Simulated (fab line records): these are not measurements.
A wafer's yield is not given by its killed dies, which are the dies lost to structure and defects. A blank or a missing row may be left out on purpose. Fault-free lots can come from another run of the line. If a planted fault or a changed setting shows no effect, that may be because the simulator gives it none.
Which tool did it? | flow n5-finfet | 9 lots, 27 wafers sampled, at 6 steps of a route of 1938

WHAT THE GAUGES SHOWED, per wafer
N5_BEOL_M15_THK_MEAS_50: measures by xrf.
lot  | measured     | on            | M15_THK (nm)
L899 | day 12 13:45 | film-metro-02 | 827 837 847
L898 | day 13 08:20 | film-metro-02 | 867 836 861
L903 | day 14 12:13 | film-metro-01 | 840 839 846
L902 | day 14 21:01 | film-metro-01 | 748 874 862
L906 | day 14 23:31 | film-metro-02 | 882 825 851
L913 | day 16 16:39 | film-metro-01 | 836 860 838
L914 | day 17 21:15 | film-metro-01 | 876 875 841
L915 | day 18 11:29 | film-metro-01 | 862 869 870
L919 | day 19 00:45 | film-metro-01 | 827 887 903

N5_BEOL_M15_RS_MEAS_54: uses a four-point probe to measure.
lot  | measured     | on            | M15_RS (ohm/sq)
L899 | day 12 13:55 | film-metro-01 | 0.0219 0.0217 0.0214
L898 | day 13 08:28 | film-metro-02 | 0.0214 0.0222 0.0215
L903 | day 14 12:21 | film-metro-02 | 0.0220 0.0221 0.0220
L902 | day 14 21:09 | film-metro-01 | 0.0250 0.0213 0.0217
L906 | day 14 23:38 | film-metro-02 | 0.0208 0.0221 0.0217
L913 | day 16 16:46 | film-metro-01 | 0.0221 0.0215 0.0222
L914 | day 17 21:23 | film-metro-02 | 0.0212 0.0214 0.0222
L915 | day 18 11:37 | film-metro-02 | 0.0216 0.0214 0.0214
L919 | day 19 00:53 | film-metro-01 | 0.0225 0.0208 0.0206

TOOL THAT RAN EACH LOT (tool first, then ch and the chambers of the sampled wafers, then the start)
lot  | N5_BEOL_M15_ETCH_61                | N5_BEOL_M15_TRENCH_ETCH_34         | N5_BEOL_M15_STRIP_36               | N5_BEOL_M15_DEGAS_41
L899 | rie-diel-05 ch 0,2,3, day 12 07:25 | rie-diel-05 ch 0,2,3, day 12 07:28 | rie-diel-06 ch 1,2, day 12 12:13   | pvd-sputter-02, day 12 12:34
L898 | rie-diel-02 ch 0,2,3, day 13 04:17 | rie-diel-02 ch 0,2,3, day 13 04:20 | rie-diel-05 ch 0,1,2, day 13 06:08 | pvd-sputter-01, day 13 06:35
L903 | rie-diel-05 ch 0,3, day 14 09:44   | rie-diel-05 ch 0,3, day 14 09:47   | rie-diel-05 ch 0,1,3, day 14 10:19 | pvd-sputter-01, day 14 11:01
L902 | rie-diel-05 ch 1,2,3, day 14 17:45 | rie-diel-05 ch 1,2,3, day 14 17:48 | rie-diel-06 ch 2,3, day 14 19:20   | pvd-sputter-02, day 14 19:50
L906 | rie-diel-02 ch 0,2,3, day 14 21:05 | rie-diel-02 ch 0,2,3, day 14 21:08 | rie-diel-05 ch 1,2,3, day 14 21:35 | pvd-sputter-01, day 14 22:19
L913 | rie-diel-02 ch 0,3, day 16 12:51   | rie-diel-02 ch 0,3, day 16 12:55   | rie-diel-05 ch 3, day 16 14:10     | pvd-sputter-03, day 16 15:00
L914 | rie-diel-06 ch 0,1,3, day 17 17:40 | rie-diel-06 ch 0,1,3, day 17 17:43 | rie-diel-05 ch 0,2,3, day 17 19:28 | pvd-sputter-02, day 17 19:59
L915 | rie-diel-05 ch 0,2, day 18 09:19   | rie-diel-05 ch 0,2, day 18 09:22   | rie-diel-05 ch 0,2, day 18 09:37   | pvd-sputter-02, day 18 09:59
L919 | rie-diel-06 ch 1,2, day 18 21:22   | rie-diel-06 ch 1,2, day 18 21:25   | rie-diel-05 ch 2,3, day 18 22:17   | pvd-sputter-03, day 18 22:40
- N5_BEOL_M15_ETCH_61: etches BARC in N2/H2, target depth 89 nm, overetch 26.7 nm, time 67.9 s.
- N5_BEOL_M15_TRENCH_ETCH_34: etches SiO2 in C4F8/O2/Ar, target depth 872.93 nm, time 199 s.
- N5_BEOL_M15_STRIP_36: strips in O2.
- N5_BEOL_M15_DEGAS_41: time 60 s.

AS READ BY THE TOOLS THEMSELVES (means over the sampled wafers that have a number; for cases with no such wafer, the mark the record gives instead)
N5_BEOL_M15_ETCH_61.
lot  | tool        | bias-w (W) | drypump-motor-current-A (A) | oes-product-au (a.u.) | rf-vpp-V (V) | showerhead-plenum-p-Torr (Torr) | throttle-valve-pct (%)
L899 | rie-diel-05 | 149.6      | 5.9                         | 0.73                  | 523.9        | 2.54                            | 17.64
L898 | rie-diel-02 | 150.2      | 6.3                         | 0.61                  | 522.3        | 2.49                            | 18.16
L903 | rie-diel-05 | 149.4      | 5.7                         | 0.69                  | 524.1        | 2.55                            | 17.65
L902 | rie-diel-05 | 149.8      | 5.9                         | 0.65                  | 521.8        | 2.47                            | 17.95
L906 | rie-diel-02 | 150.0      | 6.3                         | 0.69                  | 522.6        | 2.49                            | 18.04
L913 | rie-diel-02 | 150.7      | 6.5                         | 0.63                  | 521.3        | 2.46                            | 18.27
L914 | rie-diel-06 | 150.4      | 5.9                         | 0.63                  | 522.8        | 2.53                            | 17.90
L915 | rie-diel-05 | 149.6      | 6.5                         | 0.72                  | 522.9        | 2.52                            | 17.56
L919 | rie-diel-06 | 149.9      | 6.4                         | 0.72                  | 524.5        | 2.62                            | 17.80

N5_BEOL_M15_TRENCH_ETCH_34.
lot  | tool        | bias-w (W) | drypump-motor-current-A (A) | he-outer-torr (Torr) | oes-product-au (a.u.) | rf-vpp-V (V) | showerhead-plenum-p-Torr (Torr) | throttle-valve-pct (%)
L899 | rie-diel-05 | 2038       | 6.0                         | 30.07                | 0.85                  | 2206         | 3.43                            | 30.6
L898 | rie-diel-02 | 2042       | 6.3                         | 29.99                | 0.72                  | 2217         | 3.36                            | 31.1
L903 | rie-diel-05 | 2047       | 5.7                         | 29.94                | 0.79                  | 2230         | 3.45                            | 30.6
L902 | rie-diel-05 | 1841       | 5.9                         | 29.98                | 0.74                  | 2041         | 3.36                            | 31.0
L906 | rie-diel-02 | 2039       | 6.3                         | 29.99                | 0.81                  | 2216         | 3.36                            | 31.0
L913 | rie-diel-02 | 2041       | 6.5                         | 30.02                | 0.72                  | 2213         | 3.31                            | 31.1
L914 | rie-diel-06 | 2041       | 5.9                         | 30.00                | 0.74                  | 2257         | 3.43                            | 30.9
L915 | rie-diel-05 | 2040       | 6.5                         | 30.03                | 0.84                  | 2195         | 3.40                            | 30.5
L919 | rie-diel-06 | 2039       | 6.4                         | 30.02                | 0.85                  | 2268         | 3.53                            | 30.9

N5_BEOL_M15_STRIP_36.
lot  | tool        | drypump-motor-current-A (A) | oes-product-au (a.u.) | rf-vpp-V (V) | showerhead-plenum-p-Torr (Torr) | throttle-valve-pct (%)
L899 | rie-diel-06 | 6.4                         | 0.70                  | 3.4          | 2.00                            | 16.81
L898 | rie-diel-05 | 6.1                         | 0.82                  | 3.8          | 2.06                            | 16.52
L903 | rie-diel-05 | 5.6                         | 0.75                  | 3.2          | 2.06                            | 16.67
L902 | rie-diel-06 | 6.3                         | 0.89                  | 2.7          | 2.22                            | 16.69
L906 | rie-diel-05 | 5.9                         | 0.76                  | 3.6          | 2.04                            | 16.70
L913 | rie-diel-05 | 5.2                         | 1.01                  | 3.2          | 2.07                            | 16.40
L914 | rie-diel-05 | 6.0                         | 0.88                  | 4.7          | 2.08                            | 16.36
L915 | rie-diel-05 | 6.2                         | 0.84                  | 2.9          | 2.10                            | 16.34
L919 | rie-diel-05 | 5.7                         | 0.89                  | 3.2          | 2.06                            | 16.43

N5_BEOL_M15_DEGAS_41.
lot  | tool           | heater-power-w (W)
L899 | pvd-sputter-02 | 521
L898 | pvd-sputter-01 | 472
L903 | pvd-sputter-01 | 461
L902 | pvd-sputter-02 | 457
L906 | pvd-sputter-01 | 467
L913 | pvd-sputter-03 | 480
L914 | pvd-sputter-02 | 492
L915 | pvd-sputter-02 | 457
L919 | pvd-sputter-03 | 468

THE ANSWER, worked out from the rows above alone
Rule: what is usual is taken from the lots themselves. Put in order of their means at a reading, lots are off if they are a third of the lots or fewer, leave a main group of 4 or more, and stand apart from it by a gap of 3 or more times the standard deviation of the main group's means; of several such gaps the widest counts. Not used: any main group whose means are identical at the precision the tables above print for the reading. A lot without any number at a reading at which 4 lots or more have one is off too. Where the step has rows for the other lots, those lots are counted as sound. After the gauges, taken in route order, come the tools' own readings; for these a lot's mean is taken, as printed above. At the first step where some lot is off, the reading lying furthest off is the one used; lots without a number count as furthest.
Off: L902 (N5_BEOL_M15_TRENCH_ETCH_34, bias-w). Mean 2041 W and standard deviation 2.6 in the main group.
A tool fits if, at that step or a process step before it, it ran every lot that is off, and no sound lot after the first of them. No candidate that was tried fits.

WHAT THE SIMULATOR PUT IN
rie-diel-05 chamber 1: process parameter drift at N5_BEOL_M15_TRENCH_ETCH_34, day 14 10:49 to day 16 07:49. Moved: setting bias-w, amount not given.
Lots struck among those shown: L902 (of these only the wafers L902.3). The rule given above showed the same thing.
